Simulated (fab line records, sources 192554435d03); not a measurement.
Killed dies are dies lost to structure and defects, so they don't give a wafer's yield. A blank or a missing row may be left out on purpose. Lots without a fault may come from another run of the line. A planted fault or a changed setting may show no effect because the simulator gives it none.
Chamber matching | flow n5_finfet | N5_STI_FIN_REVEAL_ALD_00 on ald_sin-03: 4 sister chambers
The step deposits SiO2, target thk 1 nm, pulse time 1 s. 8 wafers are shown with their chamber, then 7 later ones without.

WAFERS WITH THEIR CHAMBER
wafer  | chamber | heater_power_w (W) | precursor_pulse_height_rel
L079.5 | 0       | 435                | 1.035
L079.6 | 1       | 515                | 1.020
L080.2 | 1       | 494                | 0.970
L083.4 | 0       | 439                | 1.034
L083.5 | 3       | 379                | 0.990
L083.6 | 2       | 537                | 0.997
L087.2 | 2       | 544                | 1.020
L087.4 | 3       | 384                | 1.030

WAFERS WITHOUT THEIR CHAMBER
wafer  | heater_power_w (W) | precursor_pulse_height_rel
L087.5 | 510                | 1.006
L090.1 | 437                | 0.996
L090.4 | 531                | 0.993
L090.5 | 535                | 1.018
L093.1 | 538                | 0.989
L093.2 | 439                | 0.963
L093.3 | 515                | 0.981

WHICH CHAMBER EACH WENT THROUGH
wafer  | from the rows above     | in truth
L087.5 | 1                       | 1
L090.1 | 0                       | 0
L090.4 | can't be placed: 2 or 1 | 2
L090.5 | 2                       | 2
L093.1 | 2                       | 2
L093.2 | 0                       | 0
L093.3 | can't be placed: 1 or 2 | 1
Placed correctly: 5 of 7. Can't be placed from these rows: 2 (the true chamber is among the candidates in 2). Placed wrongly: 0.
How it was worked out, from the rows above alone: a wafer's distance from a chamber is the root of the sum, over the readings, of the square of ((its reading less the chamber's mean) divided by the reading's scatter). The wafer belongs to the nearest chamber; if the next one is less than 2 further off, it can't be placed. A chamber's mean is the mean of its shown wafers. The scatter: the root of (the sum of the squares of (reading less its chamber's mean) over the shown wafers, divided by (wafers less chambers)).
